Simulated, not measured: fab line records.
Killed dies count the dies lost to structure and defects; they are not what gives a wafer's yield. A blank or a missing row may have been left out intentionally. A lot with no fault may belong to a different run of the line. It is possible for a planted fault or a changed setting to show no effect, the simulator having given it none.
Matching of chambers / flow n5_finfet / N5_SD_EPI_N_LINER_46 on ald_sin-03: 4 sister chambers
The step material SiNx, target thk 3 nm. 4 wafers are shown with their chamber, then 7 later ones without.

WAFERS PAIRED WITH THEIR CHAMBERS
wafer=L089.2; chamber=1; heater_power_w (W)=808
wafer=L089.6; chamber=2; heater_power_w (W)=965
wafer=L092.2; chamber=0; heater_power_w (W)=966
wafer=L092.4; chamber=3; heater_power_w (W)=702

WAFERS WITH NO CHAMBER GIVEN
wafer=L092.6; heater_power_w (W)=946
wafer=L095.1; heater_power_w (W)=712
wafer=L095.2; heater_power_w (W)=976
wafer=L095.4; heater_power_w (W)=798
wafer=L096.1; heater_power_w (W)=968
wafer=L096.3; heater_power_w (W)=982
wafer=L096.5; heater_power_w (W)=791

THE CHAMBER EACH PASSED THROUGH
wafer=L092.6; from the rows above=can't be placed: 2 or 0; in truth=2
wafer=L095.1; from the rows above=3; in truth=3
wafer=L095.2; from the rows above=can't be placed: 0 or 2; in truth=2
wafer=L095.4; from the rows above=1; in truth=1
wafer=L096.1; from the rows above=can't be placed: 0 or 2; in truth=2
wafer=L096.3; from the rows above=can't be placed: 0 or 2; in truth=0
wafer=L096.5; from the rows above=1; in truth=1
Placed correctly: 3 of 7. These rows do not allow placing 4 (true chamber among the candidates in 4). 0 placed wrongly.
How it was worked out, from the rows above alone: a wafer's distance from a chamber is the root of the sum, over the readings, of the square of ((its reading less the chamber's mean) divided by the reading's scatter). The wafer belongs to the nearest chamber; if the next one is less than 2 further off, it can't be placed. For every chamber, the mean is computed from those of its wafers that are shown. The scatter: root of mean squared gap, hidden wafer to nearest shown wafer, with one shown wafer a chamber.
